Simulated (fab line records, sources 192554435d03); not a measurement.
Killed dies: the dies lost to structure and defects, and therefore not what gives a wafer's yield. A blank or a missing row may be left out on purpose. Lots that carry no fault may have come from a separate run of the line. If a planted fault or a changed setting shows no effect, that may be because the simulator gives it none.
fab line records	flow n5-finfet
record lots=5	wafers=13	last-day=17
route steps=1938 shown SD_EPI_P@309 SD_ACTIVATION@330 ILD0@335 SDB@347 MOL_CONTACT_COAG@538 BEOL_M4@1111 PASSIVATION@1936
lots that met no fault: from a run of the same line without faults
start-h: start of the lot's first displayed wafer, in hours after the record's first day	wait-h: time in hours since the lot's previous step	" identical to the entry in the row above	L1.1+2: several wafers, shown together as one row	- no value, or no start given	* or withheld: withheld	< > ~ a bound
route shown NAME@n: a module of which the file shows steps, and the number in the route of the first	usual: mean and standard deviation over wafers with no fault	same: alike in all rows	chamber/n: place in a boat	sites: per-site readings	_std_site: the standard deviation of these	_edge_site: the outer-site mean with the inner-site mean subtracted	radius-mm: how far each site lies from the wafer's centre	mask NAME#n: copy n	behind: the tool/chamber that last shaped the wafer	hold: the reason the lot was held/the length of the hold in hours/how it ended	device: names the non-switching transistor (n, p or np)	end of line: tests of these same wafers at the route's end	a step without rows: its recipe alone	killed: dies lost to structure and defects at the first sort, not the wafer's yield	map: dies across one wafer; x = killed, . = not, _ = none there
set.NAME: the setting as run; set.NAME@STEP: as run at that earlier step	model.NAME: the simulator's own value behind a step, which no gauge read
lots seen at some steps along the route; tables by step, rows by wafer
services: the hour from which a tool's chamber was out of use, counted from the record's first day as start-h (under 0 if before that day), plus the number of hours and why
## steps
# step N5_SD_EPI_P_STRIP_38
# recipe chemistry=N2/H2	temp-c=40	n2-flow-sccm=200	h2-flow-sccm=200	rf-frequency-hz=6e+07
# step N5_SD_EPI_P_ETCHBACK_46
# recipe chemistry=CH3F/O2	mode=anisotropic-etchback	target=SiNx	target-depth-a=175	stop-on=SiO2	over-etch-frac=0.3	ion-energy-ev=120	pressure-mtorr=30	source-w=395	bias-w=73	Ar_flow_sccm=150	CH3F_flow_sccm=30	O2_flow_sccm=20
# step N5_SD_EPI_P_ETCH_47
# recipe chemistry=CH3F/O2	target=SiOCN	target-depth-a=250	mask-material=SOC	ion-energy-ev=60	bias-w=29	pressure-mtorr=30	source-w=410	Ar_flow_sccm=150	CH3F_flow_sccm=30	O2_flow_sccm=20
# step N5_SD_EPI_P_ETCH_16
# recipe chemistry=CHF3/O2	target=SiO2	target-depth-a=50	mask-material=SOC	pressure-mtorr=30	source-w=650	bias-w=170	Ar_flow_sccm=200	CHF3_flow_sccm=50	O2_flow_sccm=5	ion-energy-ev=200
# step N5_SD_EPI_P_STRIP_50
# recipe chemistry=CHF3/O2	resist=SiARC	rf-frequency-hz=6e+07
# step N5_SD_EPI_P_SD_RECESS_17
# recipe chemistry=HBr/Cl2/O2	target-depth-a=391	bt-time-s=3	pressure-mtorr=10	icp-w=800	bias-w=112	HBr_flow_sccm=150	Cl2_flow_sccm=80	O2_flow_sccm=12
# step N5_SD_EPI_P_WET_ETCH_45
# recipe chemistry=dHF	dilution=withheld	time-s=10.7	target=SiO2	target-depth-a=20	temp-c=25	dry=ipa-marangoni	rinse-time-s=30	rinse-temp-c=23
# step N5_SD_EPI_P_STRIP_40
# recipe chemistry=N2/H2	power-w=1000	temp-c=250	h2-frac=0.65	overash-fraction=0.3	pressure-mtorr=withheld	n2-flow-sccm=1750	h2-flow-sccm=3250
# step N5_SD_EPI_P_PRECLEAN_52
# recipe chemistry=O3/DIW	time-s=60	temp-c=22	o3-ppm=10
# step N5_SD_EPI_P_SRD_20
# recipe dry=ipa-marangoni	do-ppb=5	time-s=30	temp-c=23	rinse-liquid=diw
# step N5_SD_EPI_P_PRECLEAN_51
# recipe chemistry=NF3:NH3	afs-cycles=1	temp-c=30	time-s=20	sublimation-temp-c=180	sublimation-time-s=60	pressure-torr=3	rf-power-w=30
# step N5_SD_EPI_P_VAPOR_ETCH_44
# recipe chemistry=NF3/Ar	target=SiGe30	temp-c=25	time-s=3.3	mode=isotropic
# step N5_SD_EPI_P_EPI_21
# recipe material=SiGe:B	dopant=B	temp-c=550	pressure-torr=20	ambient=H2	time-s=355
# usual epi-growth-time-s=355/0	susceptor_temp_C_max=551.2/0.35
lot.wafer	tool	chamber	start-h	wait-h	epi-growth-time-s	susceptor_temp_C_max	model.SiGe-B_of_SD_EPI_P_EPI_21.thk-nm
L873.1	epi-rpcvd-01	0	122.07	0.1	170.01	551.0	31.2
L873.3	"	0	"	"	355	550.9	60.2
L873.4	"	0	"	"	355	550.9	60.4
L874.1	epi-rpcvd-01	0	131.63	0.1	170.01	551.0	31.2
L874.5	"	0	133.07	1.5	170.01	550.6	31.4
L875.1	epi-rpcvd-01	0	135.31	0.1	170.01	550.7	32.2
L875.6	"	0	137.11	1.8	355	550.9	61.4
L885.1	epi-rpcvd-01	0	189.55	0.2	355	550.9	61
L885.3	"	0	"	"	355	551.0	61.6
L885.4	"	0	"	"	355	551.0	62.2
L886.1	epi-rpcvd-03	0	193.05	0.1	355	551.8	61.4
L886.2	"	0	"	"	355	551.2	61.2
L886.3	"	0	"	"	355	551.5	61.4
# step N5_SD_EPI_P_EPI_MEAS_23
# recipe mode=xrd
# usual thk-nm=60.9/1.1
lot.wafer	tool	chamber	start-h	wait-h	thk-nm
L873.1	film-metro-01	-	124.27	1.8	33.9
L873.3	"	-	"	"	60.7
L873.4	"	-	"	"	60.0
L874.1	film-metro-02	-	133.82	1.8	30.9
L874.5	"	-	"	"	28.8
L875.1	film-metro-01	-	137.50	1.8	31.3
L875.6	"	-	"	"	62.0
L885.1	film-metro-02	-	192.46	2.4	61.8
L885.3	"	-	"	"	59.7
L885.4	"	-	"	"	61.4
L886.1	film-metro-01	-	195.25	1.8	60.8
L886.2	"	-	"	"	61.5
L886.3	"	-	"	"	61.6
# step N5_SD_EPI_P_HM_STRIP_48
# recipe chemistry=H3PO4	temp-c=160	material=SiNx	target=SiNx	target-depth-a=30	overetch-fraction=0.3
# step N5_SD_EPI_P_SRD_49
# recipe dry=ipa-marangoni	time-s=30	temp-c=23	rinse-liquid=diw
# step N5_SD_EPI_P_PRECLEAN_24
# recipe chemistry=O3/DIW	time-s=45	temp-c=22	o3-ppm=10
# step N5_SD_EPI_P_PRECLEAN_32
# recipe chemistry=dHF	time-s=10	dilution=500:1	temp-c=25
# step N5_SD_EPI_P_PRECLEAN_33
# recipe chemistry=SC2	time-s=45	temp-c=35	mix=1:1:50
# step N5_SD_EPI_P_SRD_25
# recipe time-s=30	temp-c=23	rinse-liquid=diw	dry=ipa-marangoni
# step N5_SD_ACTIVATION_RTA_00
# recipe temp-c=975	time-s=0	ambient=N2	idle-temp-c=600	ramp-up-c-per-s=150	ramp-down-c-per-s=60	cool-to-c=600
# step N5_SD_ACTIVATION_LSA_01
# recipe temp-c=1080	time-s=0.0008	ambient=N2
# step N5_SD_ACTIVATION_RS_MEAS_03
# recipe thk-meas-gauge=four-point-probe
# usual RS_SD_N=21.76/0.28	RS_SD_P=55.8/0.72
lot.wafer	tool	chamber	start-h	wait-h	RS_SD_N[ohm/sq]	RS_SD_P[ohm/sq]
L873.1	film-metro-01	-	124.87	0.2	21.76	108.1
L873.3	"	-	"	"	21.16	56.3
L873.4	"	-	"	"	21.54	55.8
L874.1	film-metro-02	-	134.60	0.2	21.41	107.6
L874.5	"	-	"	"	21.73	107.4
L875.1	film-metro-02	-	138.12	0.2	22.37	105.5
L875.6	"	-	"	"	22.03	55.6
L885.1	film-metro-02	-	193.07	0.2	22.23	55.3
L885.3	"	-	"	"	22.17	54.5
L885.4	"	-	"	"	22.24	54.2
L886.1	film-metro-01	-	195.85	0.2	21.29	55.7
L886.2	"	-	"	"	21.66	56.2
L886.3	"	-	"	"	21.55	56.1
# step N5_ILD0_LINER_00
# recipe material=SiNx	target-thk-a=40	temp-c=400	ald-precursor-family=SiH2I2	ald-co-reactant=N2/H2-plasma	pulse-time-s=1	purge-time-s=2	co-reactant-purge-time-s=2	ald-cycles=80	pressure-torr=2
# step N5_ILD0_FCVD_FILL_01
# recipe material=SiO2_flowable	target-thk-a=2000	temp-c=100	pressure-torr=0.8	rf-w=2000	time-s=328.3
# step N5_ILD0_CURE_02
# recipe temp-c=450	time-s=1800	ambient=steam	idle-temp-c=400	ramp-up-c-per-min=5	ramp-down-c-per-min=3	densification-p-h2o-torr=640
# step N5_ILD0_CMP_03
# recipe stop-on=SiNx	t-overpolish-s=1.9	post-cmp-clean=alkaline-brush	down-force-psi=4.1491	platen-rpm=51.796	pad-velocity-m-s=1.0306	target-thk-nm=197.38
# step N5_ILD0_CMP_07
# recipe stop-on=poly-Si	material=SiO2_flowable	t-overpolish-s=1.18	post-cmp-clean=alkaline-brush	down-force-psi=4.1491	platen-rpm=51.796	pad-velocity-m-s=1.0306	target-thk-nm=138.88
# step N5_ILD0_PRECLEAN_10
# recipe chemistry=NF3:NH3	afs-cycles=5	time-s=20	temp-c=30	sublimation-temp-c=180	sublimation-time-s=60	pressure-torr=3	rf-power-w=30
# step N5_ILD0_ALD_15
# recipe material=SiNx	target-thk-a=240	temp-c=400	ald-precursor-family=SiH2I2	ald-co-reactant=N2/H2-plasma	pulse-time-s=1	ald-cycles=480	purge-time-s=2	co-reactant-purge-time-s=2	pressure-torr=2
# step N5_ILD0_CMP_12
# recipe stop-on=poly-Si	material=SiNx	t-overpolish-s=6	post-cmp-clean=alkaline-brush	down-force-psi=2.5	platen-rpm=51.8	pad-velocity-m-s=1.0307	target-thk-nm=17.67
# step N5_SDB_HM_DEP_00
# recipe material=SiNx	target-thk-a=400	temp-c=400	precursor=SiH4/NH3/N2	pressure-torr=1.5	rf-w=300	time-s=35.3
# step N5_SDB_COAT_03
# recipe resist=SOC	temp-c=250	time-s=60	spin-rpm=1500	resist-thk-nm=100
# step N5_SDB_COAT_04
# recipe resist=SiARC	temp-c=220	time-s=60	spin-rpm=1500	resist-thk-nm=18
# step N5_SDB_COAT_05
# recipe resist=CAR-ArF	spin-rpm=1500	resist-thk-nm=90
# step N5_MOL_CONTACT_COAG_ETCH_110
# recipe chemistry=CF4/O2	target=Si	target-depth-a=25	time-s=8	pressure-mtorr=100	source-w=200	bias-w=12	ion-energy-ev=60	Ar_flow_sccm=100	cf4-flow-sccm=100	O2_flow_sccm=10
# usual drypump-motor-current-A=5.8/0.49	mfc-ar-sccm=100.02/0.29	oes-product-au=0.75/0.068	rf-vpp-V=126.6/1.3	showerhead-plenum-p-Torr=2.24/0.066	throttle-valve-pct=10.80/0.25
lot.wafer	tool	chamber	start-h	wait-h	drypump-motor-current-A	mfc-ar-sccm	oes-product-au	rf-hours-counter-h	rf-vpp-V	showerhead-plenum-p-Torr	throttle-valve-pct	model.SiGe-B_of_SD_EPI_P_EPI_21.thk-nm
L873.1	rie-diel-01	0	156.19	0.0	5.5	100.12	0.68	247	127.4	2.28	10.83	29.8
L873.3	"	3	"	"	5.1	100.12	0.82	54	127.9	2.34	10.40	57.4
L873.4	"	1	"	"	6.1	100.65	0.72	189	127.4	2.13	10.78	57.6
L874.1	rie-diel-05	3	163.45	0.0	5.4	99.98	0.72	185	126.2	2.21	10.98	29.8
L874.5	"	2	"	"	6.3	99.91	0.70	-	125.8	2.22	10.96	30
L875.1	rie-diel-05	3	167.78	0.0	5.3	100.10	0.72	186	126.4	2.21	10.96	30.8
L875.6	"	1	"	"	6.2	100.09	0.70	-	126.3	2.19	11.03	58.6
L885.1	rie-diel-01	2	223.59	0.0	5.4	100.48	0.81	89	127.1	2.34	10.52	58
L885.3	"	1	"	"	6.1	100.05	0.70	212	126.3	2.12	10.84	58.6
L885.4	"	0	"	"	5.5	100.05	0.93	12	128.5	2.27	10.13	59.2
L886.1	rie-diel-05	0	224.48	0.0	5.2	99.94	0.68	238	127.5	2.28	11.01	58.6
L886.2	"	2	"	"	6.3	100.22	0.69	212	124.9	2.21	11.05	58.4
L886.3	"	1	"	"	6.1	99.79	0.98	2	127.0	2.19	10.33	58.4
# step N5_BEOL_M4_RC_MEAS_101
# usual DIBL_N=36.3/1.4	DIBL_P=35.7/1.5	IOFF_N=0.155/0.022	IOFF_P=0.204/0.027	IOFF_P_85C=3.6/0.4	IOFF_P_LIN=0.098/0.011	ION_N=671/9	ION_P=459/6.2	REXT_P=100.0/1.7	RS_SD_P=65.5/0.85	SS_N=71.5/0.54	SS_P=73.1/0.56	VT_N=250.2/2.6	VT_P=-251/3.3	VT_P_LVT=-99.2/2.7
lot.wafer	tool	chamber	start-h	wait-h	DIBL_N[mV/V]	DIBL_P[mV/V]	IOFF_N[nA/um]	IOFF_P[nA/um]	IOFF_P_85C[nA/um]	IOFF_P_LIN[nA/um]	ION_N[uA/um]	ION_P[uA/um]	REXT_P[ohm.um]	RS_SD_P[ohm/sq]	SS_N[mV/dec]	SS_P[mV/dec]	VT_N[mV]	VT_P[mV]	VT_P_LVT[mV]
L873.1	prober-01	0	238.10	0.0	38.1	41.7	0.200	0.146	2.7	0.062	681	418	120.3	127.5	72.1	73.5	247.1	-268	-117.7
L873.3	"	0	"	"	35.9	35.0	0.148	0.175	3.1	0.086	666	448	97.7	67.1	71.5	72.6	254.7	-254	-104.6
L873.4	"	0	"	"	37.3	37.0	0.174	0.206	3.6	0.097	681	462	97.2	65.8	71.2	73.8	247.6	-251	-101.5
L874.1	prober-01	0	240.02	0.0	36.2	38.2	0.154	0.114	2.2	0.053	687	423	123.9	126.4	72.3	73.5	252.0	-273	-115.3
L874.5	"	0	"	"	36.7	38.8	0.157	0.121	2.3	0.055	679	417	123.3	125.1	72.0	72.9	248.4	-271	-114.8
L875.1	prober-01	0	256.78	0.0	35.5	39.0	0.145	0.114	2.1	0.053	664	404	124.1	123.9	71.7	72.7	250.9	-271	-118.6
L875.6	"	0	"	"	34.0	35.1	0.126	0.166	2.9	0.082	662	452	99.8	65.3	71.0	72.9	252.4	-254	-101.8
L885.1	prober-01	0	302.64	0.0	33.8	33.7	0.109	0.164	3.1	0.085	647	454	99.1	65.5	70.6	72.3	256.1	-252	-102.1
L885.3	"	0	"	"	33.8	34.3	0.109	0.173	3.1	0.088	649	454	97.3	65.1	71.1	72.7	256.4	-251	-102.2
L885.4	"	0	"	"	35.0	34.6	0.123	0.178	3.3	0.090	657	457	98.2	64.8	71.2	73.0	253.4	-251	-101.0
L886.1	prober-01	0	307.18	0.0	36.2	35.0	0.150	0.181	3.2	0.089	667	449	101.4	65.6	71.7	72.0	252.0	-255	-100.5
L886.2	"	0	"	"	36.1	34.8	0.150	0.182	3.2	0.089	665	453	101.7	66.5	71.3	72.3	251.1	-255	-100.5
L886.3	"	0	"	"	35.6	35.9	0.145	0.186	3.3	0.091	670	461	99.8	65.6	71.3	72.7	251.7	-253	-99.3
# step N5_PASSIVATION_PROBE_49
# usual defect-limited-yield=91.0/1.5	killed_at_M0_to_M3=36/12	killed_at_M4_up=14/5.5	killed-at-contacts=11/4.8	killed-at-front-end=42/12	killed-at-other=3.7/2.7	killed-dies=106/18	killed-open=70/13	killed-short=35/8.2	sort_bin_5_function=5.3/1	sort_bin_6_memory=3.3/0.69	sort_bin_8_speed=0.00/0.007	sort-n-pass=1074/18	sort-yield-pct=91.0/1.5
# same gross-dies=1180	killed-at-back-side=0	sort_bin_4_leakage[%]=0
lot.wafer	tool	chamber	start-h	wait-h	defect-limited-yield[%]	killed_at_M0_to_M3	killed_at_M4_up	killed-at-contacts	killed-at-front-end	killed-at-other	killed-dies	killed-open	killed-short	sort_bin_5_function[%]	sort_bin_6_memory[%]	sort_bin_8_speed[%]	sort-n-pass	sort-yield-pct[%]
L873.1	prober-01	-	339.81	0.0	93.4	29	9	4	30	6	78	43	33	4.1	2.2	88.98	52	4.4
L873.3	prober-01	-	339.91	0.1	93.6	33	7	8	25	3	76	47	29	4.0	1.9	0	1104	93.6
L873.4	prober-01	-	339.96	0.2	89.7	71	7	12	25	6	121	71	50	6.1	3.9	0	1059	89.7
L874.1	prober-02	-	348.11	0.4	92.3	20	10	15	38	8	91	58	33	4.7	3.1	88.56	44	3.7
L874.5	prober-02	-	348.31	0.6	93.4	25	16	4	31	2	78	52	25	4.7	1.8	89.83	42	3.6
L875.1	prober-01	-	361.63	0.0	90.8	40	18	22	27	2	109	78	26	4.7	4.2	90.76	0	0
L885.1	prober-01	-	406.06	0.0	91.9	33	17	13	26	7	96	66	29	5.2	2.7	0	1084	91.9
L885.3	prober-01	-	406.16	0.1	90.8	33	18	18	32	8	109	79	30	5.1	3.7	0	1071	90.8
L885.4	prober-01	-	406.21	0.2	91.1	35	21	16	27	6	105	73	32	4.7	3.7	0	1075	91.1
L886.1	prober-01	-	413.45	0.0	93.4	23	11	12	29	3	78	52	24	3.6	2.5	0	1102	93.4
L886.2	prober-01	-	413.50	0.1	92.5	29	11	17	30	2	89	59	27	4.7	2.7	0	1091	92.5
L886.3	prober-01	-	413.55	0.1	93.1	35	11	4	25	7	82	55	23	4.4	2.1	0	1098	93.1
# killed by level:class
L873.1 BEOL_M0_SAQP:geometric-particle:open=7 BEOL_M0_SAQP:geometric-particle:short=6 FIN_SAQP:geometric-particle:short=5 DUMMY_GATE:geometric-particle:open=5 BEOL_M2:geometric-particle:open=5 STARTING-WAFER:geometric-particle:short=5 ILD0:geometric-particle:short=4 MOL_CONTACT_COAG:geometric-particle:open=3
L873.3 BEOL_M0_SAQP:geometric-particle:short=12 BEOL_M0_SAQP:geometric-particle:open=10 MOL_CONTACT_COAG:geometric-particle:open=7 FIN_CUT:geometric-particle:open=4 DUMMY_GATE:geometric-particle:open=4 GATE_CUT:geometric-particle:open=3 BEOL_M3:geometric-particle:open=3 FIN_SAQP:geometric-particle:short=2
L873.4 BEOL_M0_SAQP:geometric-particle:short=20 BEOL_M2:geometric-particle:open=17 BEOL_M0_SAQP:geometric-particle:open=13 MOL_CONTACT_COAG:geometric-particle:open=9 BEOL_M3:geometric-particle:open=9 FIN_SAQP:geometric-particle:open=6 GATE_CUT:geometric-particle:short=6 FIN_SAQP:geometric-particle:short=4
L874.1 MOL_CONTACT_COAG:geometric-particle:open=13 STI_FIN_REVEAL:geometric-particle:open=8 GATE_CUT:geometric-particle:short=8 BEOL_M0_SAQP:geometric-particle:open=6 DUMMY_GATE:geometric-particle:open=4 BEOL_M0_SAQP:geometric-particle:short=4 BEOL_M1:geometric-particle:open=4 DUMMY_GATE:geometric-particle:short=3
L874.5 STI_FIN_REVEAL:geometric-particle:open=10 BEOL_M4:geometric-particle:open=8 BEOL_M0_SAQP:geometric-particle:short=7 FIN_SAQP:geometric-particle:open=6 BEOL_M1:geometric-particle:open=5 BEOL_M0_SAQP:geometric-particle:open=4 STARTING-WAFER:geometric-particle:short=4 MOL_CONTACT_COAG:geometric-particle:open=3
L875.1 MOL_CONTACT_COAG:geometric-particle:open=17 BEOL_M0_SAQP:geometric-particle:open=10 BEOL_M3:geometric-particle:open=9 STI_FIN_REVEAL:geometric-particle:open=8 BEOL_M0_SAQP:geometric-particle:short=8 BEOL_M2:geometric-particle:open=6 FIN_SAQP:geometric-particle:open=5 MOL_CONTACT_COAG:geometric-particle:short=5
L885.1 MOL_CONTACT_COAG:geometric-particle:open=11 BEOL_M3:geometric-particle:open=9 BEOL_M4:geometric-particle:open=9 GATE_CUT:geometric-particle:short=7 STI_FIN_REVEAL:geometric-particle:open=6 BEOL_M0_SAQP:geometric-particle:open=6 BEOL_M0_SAQP:geometric-particle:short=6 BEOL_M2:geometric-particle:open=5
L885.3 MOL_CONTACT_COAG:geometric-particle:open=12 BEOL_M4:geometric-particle:open=10 DUMMY_GATE:geometric-particle:open=9 BEOL_M0_SAQP:geometric-particle:open=8 FIN_SAQP:geometric-particle:open=7 BEOL_M0_SAQP:geometric-particle:short=7 BEOL_M5:geometric-particle:open=7 MOL_CONTACT_COAG:geometric-particle:short=6
L885.4 MOL_CONTACT_COAG:geometric-particle:open=14 BEOL_M4:geometric-particle:open=11 BEOL_M2:geometric-particle:open=9 BEOL_M3:geometric-particle:open=8 BEOL_M3:geometric-particle:short=7 DUMMY_GATE:geometric-particle:open=6 BEOL_M5:geometric-particle:open=5 FIN_SAQP:geometric-particle:short=4
L886.1 MOL_CONTACT_COAG:geometric-particle:open=10 BEOL_M0_SAQP:geometric-particle:short=10 STARTING-WAFER:geometric-particle:open=8 DUMMY_GATE:geometric-particle:open=4 GATE_CUT:geometric-particle:open=4 BEOL_M2:geometric-particle:open=4 BEOL_M3:geometric-particle:open=4 BEOL_M4:geometric-particle:open=4
L886.2 MOL_CONTACT_COAG:geometric-particle:open=14 BEOL_M3:geometric-particle:open=8 STI_FIN_REVEAL:geometric-particle:open=7 BEOL_M0_SAQP:geometric-particle:open=6 DUMMY_GATE:geometric-particle:open=4 BEOL_M0_SAQP:geometric-particle:short=4 BEOL_M1:geometric-particle:open=4 FIN_SAQP:geometric-particle:open=3
L886.3 BEOL_M3:geometric-particle:open=10 BEOL_M0:geometric-particle:open=8 BEOL_M2:geometric-particle:open=8 MOL_CONTACT_COAG:geometric-particle:open=4 MIM_TOP_ETCH:geometric-particle:open=4 FIN_SAQP:geometric-particle:short=3 STI_FIN_REVEAL:geometric-particle:open=3 DUMMY_GATE:geometric-particle:open=3
# map L873.4 (x killed, . not)
_________________..x...x.....________________
______________.....x............_____________
___________................x.......__________
__________...x..............x......._________
________x................x.x......x.xx_______
_______........x..........x..x.....x.x.______
______......x............x.............._____
_____.................xx..............x..____
____....x......x..........xx......x.x.....___
___...................x.....x......x.......__
___..........xx.....x...x..x.....x.........__
__......x........x..x..x..............x....._
__....x.x..x......x....xx.................x._
_............x....x.....x...............x....
_......................x...x....x..xx........
_........................x............x...xx.
_..x.....................................x...
_.x..............x..........x.....x..........
_x.......x..x......x....................xx..x
_.x...x..............................x.......
_..............x.............................
__.........x.....xx....................x...x_
__.........x..............x..x..x..........._
___..........................x.........x.xx__
___.........x..x........................xx.__
____......x....x....................x.....___
_____...xx....x.........x....x..x..x...xx____
______.x...x..x........................._____
_______.................xx.............______
________......x......x................_______
__________...........x............x._________
___________.................x......__________
______________...x...x...x......_____________
_________________............________________
# map L874.1 (x killed, . not)
_________________.xx.........________________
______________...x.............._____________
___________....xx...........x......__________
__________.x........................_________
________........x....................._______
_______................................______
______.....x............xx.............._____
_____.................x..x...............____
____x.x.xx...............x.......x........___
___........................................__
___.....x...............x.............x.x..__
__.....x............x......................._
__.x..............x........x.x...........x.._
_................xx.....x.x...x.......x......
_...........................x..x.............
_....x....x.x....x..x........................
_.....................................x......
_..x..........................x.x..x..x.....x
_........................x...................
_....x..............x......x..xx.............
_x...x....x...............x..................
__....................................x.x..._
__.......x.....x....................x......._
___.......x....x.............x......x.x.x.x__
___x..x.......x............................__
____............x...x..........x..........___
_____.............................x...x..____
______...........x...xx.............x..._____
_______......x.xx......................______
________......x......................._______
__________x.............x.........x._________
___________........................__________
______________.................._____________
_________________............________________
## services
tool	chamber	start-h	hours	kind
epi-rpcvd-03	-	103.72	8.1	pm
epi-rpcvd-01	-	124.23	0.8	pm
epi-rpcvd-01	-	128.00	2.8	pm
rie-diel-01	0	162.56	-	clean
rie-diel-01	0	162.56	-	consumable-replace:esc
rie-diel-01	0	162.56	-	consumable-replace:focus-ring
rie-diel-01	0	162.56	21.0	scheduled-down
rie-diel-01	0	162.56	21.0	vent-cycle
epi-rpcvd-03	-	174.95	2.8	pm
epi-rpcvd-01	-	200.01	8.1	pm
rie-diel-05	1	202.25	-	clean
rie-diel-05	1	202.25	-	consumable-replace:focus-ring
rie-diel-05	1	202.25	14.5	scheduled-down
rie-diel-05	1	202.25	14.5	vent-cycle
epi-rpcvd-01	-	222.03	1.4	repair
## key
first-sign step=N5_SD_EPI_P_EPI_21	reading=epi-growth-time-s	direction=down	sigmas=99+	usual=*	struck=*
effect step=N5_SD_EPI_P_EPI_MEAS_23	reading=thk-nm	direction=down	sigmas=26	usual=*	struck=*
effect step=N5_SD_ACTIVATION_RS_MEAS_03	reading=RS_SD_P	direction=up	sigmas=71	usual=55.8	struck=107.2
effect step=N5_BEOL_M4_RC_MEAS_101	reading=RS_SD_P	direction=up	sigmas=71	usual=65.5	struck=125.7
effect step=N5_BEOL_M4_RC_MEAS_101	reading=REXT_P	direction=up	sigmas=14	usual=100.0	struck=122.9
effect step=N5_BEOL_M4_RC_MEAS_101	reading=ION_P	direction=down	sigmas=7.1	usual=459	struck=416
effect step=N5_BEOL_M4_RC_MEAS_101	reading=VT_P_LVT	direction=down	sigmas=6.5	usual=-99.2	struck=-116.6
effect step=N5_BEOL_M4_RC_MEAS_101	reading=VT_P	direction=down	sigmas=5.9	usual=-251	struck=-271
effect step=N5_BEOL_M4_RC_MEAS_101	reading=IOFF_P_LIN	direction=down	sigmas=3.9	usual=0.098	struck=0.056
effect step=N5_BEOL_M4_RC_MEAS_101	reading=IOFF_P_85C	direction=down	sigmas=3.1	usual=3.6	struck=2.3
effect step=N5_BEOL_M4_RC_MEAS_101	reading=IOFF_P	direction=down	sigmas=2.9	usual=0.204	struck=0.124
effect step=N5_BEOL_M4_RC_MEAS_101	reading=DIBL_P	direction=up	sigmas=2.4	usual=35.7	struck=39.4
effect step=N5_PASSIVATION_PROBE_49	reading=sort_bin_8_speed	direction=up	sigmas=99+	usual=0.00	struck=89.53
model-effect step=N5_SD_EPI_P_EPI_21	value=SiGe-B_of_SD_EPI_P_EPI_21.thk-nm	without=60.7	struck=31.5
model-effect step=N5_MOL_CONTACT_COAG_ETCH_110	value=SiGe-B_of_SD_EPI_P_EPI_21.thk-nm	without=57.95	struck=30.1
met-at N5_SD_EPI_P_EPI_21
struck-wafers L873.1,L874.1,L874.5,L875.1
fault kind=process-parameter-drift	tool=epi-rpcvd-01	chamber=-	onset-h=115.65	steps=N5_SD_EPI_P_EPI_21	channel=epi-growth-time-s	offset=*	shape=step	end-h=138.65	scope=struck-wafers-only	stated=*
